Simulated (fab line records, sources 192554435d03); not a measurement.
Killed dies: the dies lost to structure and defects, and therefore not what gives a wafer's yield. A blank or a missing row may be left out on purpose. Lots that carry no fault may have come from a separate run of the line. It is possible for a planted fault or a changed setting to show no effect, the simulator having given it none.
fab line records | flow n5_finfet | part 2 of 2: steps 5 to 6 of 6
record lots=24 | wafers=72 | last_day=18
route steps=1938 shown PMOS_HMC_CHANNEL_EPI@66 FIN_SAQP@98
lots untouched by any fault: they come from a run of this same line in which no faults occurred
start_h: hours from the record's first day to the start of the lot's first wafer shown | wait_h: how many hours have passed since the lot's step before this one | " the same as in the row above | L1.1+2: a row that stands for several wafers | - no value present, or no start provided | * or withheld: withheld | < > ~ a bound
route shown NAME@n: NAME is a module with steps in the file, n the number in the route of the first one | usual: the fault-free wafers' mean and standard deviation | same: alike in all rows | chamber/n: place in a boat | sites: each site's reading | _std_site: the standard deviation of these | _edge_site: mean of outer sites minus mean of inner sites | radius_mm: for every site, how far away it sits from the centre of the wafer | mask NAME#n: copy n | behind: tool/chamber where the wafer was last shaped | hold: cause of the lot's hold/its duration in hours/its outcome | device: the transistor (n, p or np) that didn't switch | end of line: at the end of the route, the tests of the same wafers | a step without rows: its recipe alone | killed: the dies lost at the first sort to structure and to defects; this is not the yield of the wafer | map: dies across one wafer; x = killed, . = not, _ = none there
set.NAME: setting as actually run; set.NAME@STEP: the setting as run at that earlier step | model.NAME: the simulator's own value behind a step, which no gauge read
route steps across a sampled set of lots; one table per step, one row per wafer
services: the hour from which a tool's chamber was out of use, counted from the record's first day as start_h (under 0 if before that day), plus the number of hours and why
## steps
# step N5_FIN_SAQP_MANDREL1_REMOVE_56
# recipe chemistry=HBr/Cl2/O2 | bt_time_s=10 | target=a-Si | stop_on=SiNx | endpoint=OES-SiCl | over_etch_frac=1 | icp_w=600 | bias_w=22 | HBr_flow_sccm=150 | Cl2_flow_sccm=80 | O2_flow_sccm=5 | pressure_mtorr=10
# usual drypump_motor_current_A=5.9/0.41 | oes_product_au=1.012/0.019 | throttle_valve_pct=36.91/0.18
lot.wafer | tool      | chamber | start_h | wait_h | drypump_motor_current_A | oes_product_au | rf_hours_counter_h | throttle_valve_pct
L074.2    | rie_si-05 | 0       | 23.62   | 0.1    | 5.4                     | 1.011          | 36                 | 36.88
L074.3    | "         | 3       | "       | "      | 5.9                     | 0.988          | 14                 | 37.14
L074.4    | "         | 2       | "       | "      | 5.5                     | 1.024          | 26                 | 36.88
L075.1    | rie_si-02 | 1       | 30.19   | 0.1    | 5.7                     | 1.011          | 127                | 36.81
L075.2    | "         | 3       | "       | "      | 6.4                     | 1.013          | 120                | 36.65
L075.3    | "         | 2       | "       | "      | 6.5                     | 1.030          | 1                  | 36.56
L076.1    | rie_si-05 | 0       | 36.04   | 0.1    | 5.4                     | 0.998          | 36                 | 36.88
L076.2    | "         | 3       | "       | "      | 5.9                     | 0.996          | 15                 | 37.14
L076.5    | "         | 1       | "       | "      | 6.3                     | 1.033          | -                  | 36.92
L077.3    | rie_si-05 | 2       | 41.67   | 0.1    | 5.5                     | 1.037          | 26                 | 36.87
L077.4    | "         | 1       | "       | "      | 6.3                     | 1.031          | 165                | 36.92
L077.6    | "         | 2       | "       | "      | 5.5                     | 1.036          | -                  | 36.88
L078.4    | rie_si-05 | 3       | 47.60   | 0.0    | 5.9                     | 0.987          | 15                 | 37.15
L078.5    | "         | 0       | "       | "      | 5.4                     | 1.006          | -                  | 36.89
L078.6    | "         | 3       | "       | "      | 5.9                     | 0.990          | -                  | 37.14
L079.2    | rie_si-05 | 3       | 53.44   | 0.1    | 5.9                     | 0.975          | 15                 | 37.13
L079.3    | "         | 2       | "       | "      | 5.5                     | 1.036          | 26                 | 36.85
L079.6    | "         | 3       | "       | "      | 5.9                     | 0.986          | -                  | 37.14
L080.1    | rie_si-06 | 1       | 59.44   | 0.1    | 5.3                     | 0.990          | 122                | 36.51
L080.3    | "         | 3       | "       | "      | 6.0                     | 0.978          | 168                | 36.88
L080.4    | "         | 0       | "       | "      | 5.7                     | 1.004          | 8                  | 37.43
L081.1    | rie_si-02 | 2       | 66.35   | 0.1    | 6.4                     | 1.024          | 1                  | 36.55
L081.2    | "         | 0       | "       | "      | 6.2                     | 1.006          | 107                | 36.83
L081.6    | "         | 3       | "       | "      | 6.4                     | 1.000          | -                  | 36.67
L082.2    | rie_si-06 | 2       | 71.92   | 0.1    | 6.7                     | 0.996          | 9                  | 36.90
L082.4    | "         | 1       | "       | "      | 5.3                     | 0.992          | 122                | 36.54
L082.5    | "         | 0       | "       | "      | 5.8                     | 1.012          | -                  | 37.42
L083.3    | rie_si-05 | 3       | 78.81   | 0.1    | 5.9                     | 0.991          | 15                 | 37.14
L083.4    | "         | 2       | "       | "      | 5.6                     | 1.027          | 27                 | 36.87
L083.5    | "         | 2       | "       | "      | 5.5                     | 1.031          | -                  | 36.88
L084.1    | rie_si-02 | 1       | 84.51   | 0.1    | 5.7                     | 1.017          | 128                | 36.81
L084.5    | "         | 1       | "       | "      | 5.7                     | 1.022          | -                  | 36.80
L084.6    | "         | 0       | "       | "      | 6.3                     | 1.013          | -                  | 36.86
L085.2    | rie_si-05 | 3       | 90.12   | 0.1    | 5.9                     | 0.995          | 16                 | 37.15
L085.4    | "         | 1       | "       | "      | 6.3                     | 1.034          | 166                | 36.91
L085.5    | "         | 2       | "       | "      | 5.5                     | 1.040          | -                  | 36.86
L086.2    | rie_si-05 | 3       | 97.49   | 0.1    | 5.9                     | 0.982          | 16                 | 37.16
L086.3    | "         | 1       | "       | "      | 6.3                     | 1.028          | 166                | 36.91
L086.6    | "         | 1       | "       | "      | 6.3                     | 1.033          | -                  | 36.92
L087.2    | rie_si-02 | 3       | 103.89  | 0.1    | 6.3                     | 1.012          | 122                | 36.66
L087.3    | "         | 1       | "       | "      | 5.7                     | 1.016          | 128                | 36.81
L087.5    | "         | 2       | "       | "      | 6.4                     | 1.028          | -                  | 36.55
L088.1    | rie_si-05 | 2       | 108.28  | 0.1    | 5.6                     | 1.029          | 27                 | 36.89
L088.4    | "         | 1       | "       | "      | 6.3                     | 1.028          | 166                | 36.90
L088.5    | "         | 3       | "       | "      | 5.9                     | 0.981          | -                  | 37.16
L089.2    | rie_si-05 | 0       | 113.56  | 0.1    | 5.4                     | 1.006          | 37                 | 36.89
L089.3    | "         | 1       | "       | "      | 6.3                     | 1.022          | 166                | 36.93
L089.6    | "         | 0       | "       | "      | 5.4                     | 1.013          | -                  | 36.88
L090.2    | rie_si-05 | 2       | 119.95  | 0.1    | 5.5                     | 1.031          | 27                 | 36.86
L090.3    | "         | 1       | "       | "      | 6.3                     | 1.039          | 166                | 36.93
L090.5    | "         | 2       | "       | "      | 5.6                     | 1.021          | -                  | 36.89
L091.1    | rie_si-06 | 2       | 126.23  | 0.1    | 6.7                     | 1.013          | 10                 | 36.91
L091.4    | "         | 1       | "       | "      | 5.3                     | 1.001          | 123                | 36.54
L091.5    | "         | 1       | "       | "      | 5.3                     | 0.991          | -                  | 36.51
L092.1    | rie_si-05 | 0       | 133.29  | 0.1    | 5.4                     | 1.010          | 38                 | 36.89
L092.2    | "         | 1       | "       | "      | 6.3                     | 1.027          | 167                | 36.92
L092.3    | "         | 3       | "       | "      | 5.9                     | 0.982          | 17                 | 37.15
L093.3    | rie_si-05 | 1       | 140.01  | 0.1    | 6.3                     | 1.028          | 167                | 36.92
L093.5    | "         | 0       | "       | "      | 5.4                     | 1.007          | -                  | 36.89
L093.6    | "         | 3       | "       | "      | 5.9                     | 0.994          | -                  | 37.13
L094.1    | rie_si-05 | 2       | 144.31  | 0.1    | 5.6                     | 1.029          | 28                 | 36.88
L094.4    | "         | 0       | "       | "      | 5.4                     | 1.009          | 38                 | 36.89
L094.5    | "         | 0       | "       | "      | 5.4                     | 1.014          | -                  | 36.90
L095.2    | rie_si-05 | 3       | 149.43  | 0.1    | 5.9                     | 0.991          | 17                 | 37.14
L095.4    | "         | 2       | "       | "      | 5.5                     | 1.044          | 28                 | 36.88
L095.6    | "         | 0       | "       | "      | 5.4                     | 1.010          | -                  | 36.88
L096.1    | rie_si-05 | 1       | 156.24  | 0.1    | 6.3                     | 1.034          | 167                | 36.92
L096.2    | "         | 0       | "       | "      | 5.4                     | 1.011          | 38                 | 36.89
L096.4    | "         | 2       | "       | "      | 5.5                     | 1.030          | 28                 | 36.88
L097.2    | rie_si-06 | 1       | 161.40  | 0.1    | 5.3                     | 1.003          | 124                | 36.52
L097.4    | "         | 2       | "       | "      | 6.7                     | 1.009          | 10                 | 36.91
L097.5    | "         | 3       | "       | "      | 6.0                     | 0.977          | -                  | 36.89
# step N5_FIN_SAQP_MANDREL_ETCH_58
# recipe chemistry=HBr/Cl2 | target=a-Si | target_depth_a=450 | bt_time_s=10 | stop_on=SiNx | mask_material=SiO2 | over_etch_frac=0.8 | time_s=27 | pressure_mtorr=10 | icp_w=800 | bias_w=75 | HBr_flow_sccm=150 | Cl2_flow_sccm=80 | ends=end_point
# usual drypump_motor_current_A=6.0/0.46 | oes_product_au=0.700/0.011 | throttle_valve_pct=35.73/0.28
lot.wafer | tool      | chamber | start_h | wait_h | drypump_motor_current_A | oes_product_au | rf_hours_counter_h | throttle_valve_pct
L074.2    | rie_si-06 | 0       | 23.92   | 0.0    | 5.7                     | 0.699          | 7                  | 36.28
L074.3    | "         | 2       | "       | "      | 6.8                     | 0.703          | 8                  | 35.76
L074.4    | "         | 1       | "       | "      | 5.4                     | 0.704          | 121                | 35.39
L075.1    | rie_si-06 | 0       | 30.49   | 0.0    | 5.7                     | 0.694          | 7                  | 36.29
L075.2    | "         | 1       | "       | "      | 5.4                     | 0.702          | 121                | 35.39
L075.3    | "         | 2       | "       | "      | 6.8                     | 0.706          | 8                  | 35.76
L076.1    | rie_si-06 | 1       | 36.34   | 0.0    | 5.3                     | 0.698          | 121                | 35.40
L076.2    | "         | 2       | "       | "      | 6.7                     | 0.703          | 8                  | 35.78
L076.5    | "         | 0       | "       | "      | 5.7                     | 0.705          | -                  | 36.28
L077.3    | rie_si-06 | 1       | 41.97   | 0.0    | 5.3                     | 0.697          | 121                | 35.40
L077.4    | "         | 2       | "       | "      | 6.7                     | 0.702          | 8                  | 35.77
L077.6    | "         | 2       | "       | "      | 6.8                     | 0.704          | -                  | 35.76
L078.4    | rie_si-06 | 1       | 47.93   | 0.0    | 5.3                     | 0.707          | -                  | 35.39
L078.5    | "         | 3       | "       | "      | 6.0                     | 0.694          | -                  | 35.75
L078.6    | "         | 0       | "       | "      | 5.7                     | 0.714          | -                  | 36.27
L079.2    | rie_si-02 | 2       | 53.87   | 0.0    | 6.4                     | 0.713          | 1                  | 35.41
L079.3    | "         | 0       | "       | "      | 6.2                     | 0.698          | 107                | 35.72
L079.6    | "         | 3       | "       | "      | 6.4                     | 0.693          | -                  | 35.52
L080.1    | rie_si-02 | 2       | 59.74   | 0.0    | 6.4                     | 0.715          | 1                  | 35.41
L080.3    | "         | 1       | "       | "      | 5.7                     | 0.697          | 127                | 35.69
L080.4    | "         | 3       | "       | "      | 6.4                     | 0.698          | 121                | 35.51
L081.1    | rie_si-02 | 2       | 67.19   | 0.0    | 6.4                     | 0.719          | 1                  | 35.43
L081.2    | "         | 1       | "       | "      | 5.6                     | 0.692          | 128                | 35.68
L081.6    | "         | 0       | "       | "      | 6.2                     | 0.693          | -                  | 35.71
L082.2    | rie_si-05 | 2       | 72.32   | 0.0    | 5.5                     | 0.709          | 26                 | 35.75
L082.4    | "         | 1       | "       | "      | 6.3                     | 0.715          | 166                | 35.79
L082.5    | "         | 0       | "       | "      | 5.4                     | 0.696          | -                  | 35.77
L083.3    | rie_si-06 | 0       | 79.11   | 0.0    | 5.7                     | 0.700          | 8                  | 36.29
L083.4    | "         | 3       | "       | "      | 6.0                     | 0.683          | 169                | 35.77
L083.5    | "         | 0       | "       | "      | 5.7                     | 0.707          | -                  | 36.27
L084.1    | rie_si-05 | 2       | 84.81   | 0.0    | 5.6                     | 0.702          | 27                 | 35.76
L084.5    | "         | 0       | "       | "      | 5.4                     | 0.707          | -                  | 35.75
L084.6    | "         | 1       | "       | "      | 6.3                     | 0.719          | -                  | 35.77
L085.2    | rie_si-02 | 1       | 90.41   | 0.0    | 5.7                     | 0.707          | 128                | 35.67
L085.4    | "         | 3       | "       | "      | 6.4                     | 0.707          | 122                | 35.52
L085.5    | "         | 1       | "       | "      | 5.7                     | 0.695          | -                  | 35.68
L086.2    | rie_si-06 | 3       | 97.79   | 0.0    | 6.0                     | 0.686          | 169                | 35.76
L086.3    | "         | 0       | "       | "      | 5.7                     | 0.702          | 9                  | 36.27
L086.6    | "         | 2       | "       | "      | 6.7                     | 0.709          | -                  | 35.75
L087.2    | rie_si-06 | 3       | 104.18  | 0.0    | 6.0                     | 0.677          | 169                | 35.76
L087.3    | "         | 0       | "       | "      | 5.7                     | 0.705          | 9                  | 36.30
L087.5    | "         | 0       | "       | "      | 5.7                     | 0.706          | -                  | 36.27
L088.1    | rie_si-06 | 3       | 108.66  | 0.0    | 6.0                     | 0.690          | 169                | 35.77
L088.4    | "         | 2       | "       | "      | 6.7                     | 0.711          | 9                  | 35.77
L088.5    | "         | 2       | "       | "      | 6.8                     | 0.708          | -                  | 35.77
L089.2    | rie_si-06 | 1       | 113.87  | 0.0    | 5.4                     | 0.699          | 123                | 35.40
L089.3    | "         | 3       | "       | "      | 6.0                     | 0.686          | 169                | 35.75
L089.6    | "         | 3       | "       | "      | 6.0                     | 0.685          | -                  | 35.77
L090.2    | rie_si-06 | 1       | 120.31  | 0.0    | 5.3                     | 0.693          | 123                | 35.39
L090.3    | "         | 0       | "       | "      | 5.8                     | 0.701          | 9                  | 36.29
L090.5    | "         | 3       | "       | "      | 6.0                     | 0.686          | -                  | 35.78
L091.1    | rie_si-02 | 2       | 126.53  | 0.0    | 6.4                     | 0.727          | 2                  | 35.43
L091.4    | "         | 1       | "       | "      | 5.6                     | 0.702          | 129                | 35.66
L091.5    | "         | 3       | "       | "      | 6.4                     | 0.711          | -                  | 35.53
L092.1    | rie_si-06 | 3       | 133.59  | 0.0    | 6.0                     | 0.678          | 170                | 35.77
L092.2    | "         | 0       | "       | "      | 5.7                     | 0.702          | 9                  | 36.27
L092.3    | "         | 1       | "       | "      | 5.4                     | 0.705          | 123                | 35.40
L093.3    | rie_si-02 | 1       | 140.31  | 0.0    | 5.7                     | 0.700          | 129                | 35.66
L093.5    | "         | 0       | "       | "      | 6.2                     | 0.700          | -                  | 35.69
L093.6    | "         | 1       | "       | "      | 5.6                     | 0.705          | -                  | 35.66
L094.1    | rie_si-06 | 2       | 144.61  | 0.0    | 6.7                     | 0.707          | 10                 | 35.77
L094.4    | "         | 0       | "       | "      | 5.7                     | 0.715          | 10                 | 36.24
L094.5    | "         | 3       | "       | "      | 6.0                     | 0.678          | -                  | 35.76
L095.2    | rie_si-06 | 0       | 149.79  | 0.0    | 5.7                     | 0.707          | 10                 | 36.27
L095.4    | "         | 3       | "       | "      | 6.0                     | 0.697          | 170                | 35.77
L095.6    | "         | 1       | "       | "      | 5.3                     | 0.705          | -                  | 35.39
L096.1    | rie_si-02 | 2       | 156.54  | 0.0    | 6.5                     | 0.716          | 3                  | 35.43
L096.2    | "         | 0       | "       | "      | 6.2                     | 0.694          | 109                | 35.72
L096.4    | "         | 1       | "       | "      | 5.7                     | 0.704          | 129                | 35.66
L097.2    | rie_si-02 | 3       | 161.70  | 0.0    | 6.4                     | 0.695          | 123                | 35.54
L097.4    | "         | 1       | "       | "      | 5.7                     | 0.700          | 129                | 35.68
L097.5    | "         | 1       | "       | "      | 5.7                     | 0.714          | -                  | 35.65
## services
tool        | chamber | start_h | hours | kind
rie_si-03   | -       | -1.66   | 1.1   | repair
pecvd-01    | 0       | 1.91    | 1.9   | repair
rie_si-04   | 3       | 2.95    | 10.0  | repair
rie_si-03   | 2       | 13.39   | 1.9   | repair
pecvd-01    | 0       | 14.79   | 16.4  | repair
rie_si-06   | 3       | 16.62   | 3.0   | repair
rie_diel-06 | 2       | 19.45   | 22.1  | repair
pecvd-01    | -       | 19.75   | 1.6   | repair
rie_si-04   | -       | 20.18   | 0.2   | repair
rie_diel-03 | 3       | 22.21   | 6.4   | repair
rie_si-06   | 3       | 29.52   | 1.1   | repair
rie_si-01   | 0       | 43.57   | 4.1   | repair
rie_si-06   | 2       | 46.95   | 3.9   | repair
rie_diel-06 | 1       | 51.39   | 1.4   | repair
pecvd-04    | 1       | 59.50   | 10.1  | repair
rie_si-01   | -       | 76.92   | 4.3   | pm
rie_si-03   | 2       | 96.45   | 3.6   | repair
rie_si-03   | 2       | 101.51  | 6.0   | repair
rie_diel-03 | 0       | 111.09  | 14.0  | repair
rie_si-02   | 2       | 112.56  | 4.6   | repair
rie_si-05   | 0       | 120.19  | 1.3   | repair
rie_si-03   | 1       | 123.48  | 29.9  | repair
rie_si-05   | 2       | 133.14  | 7.7   | repair
pecvd-02    | -       | 137.13  | 1.7   | repair
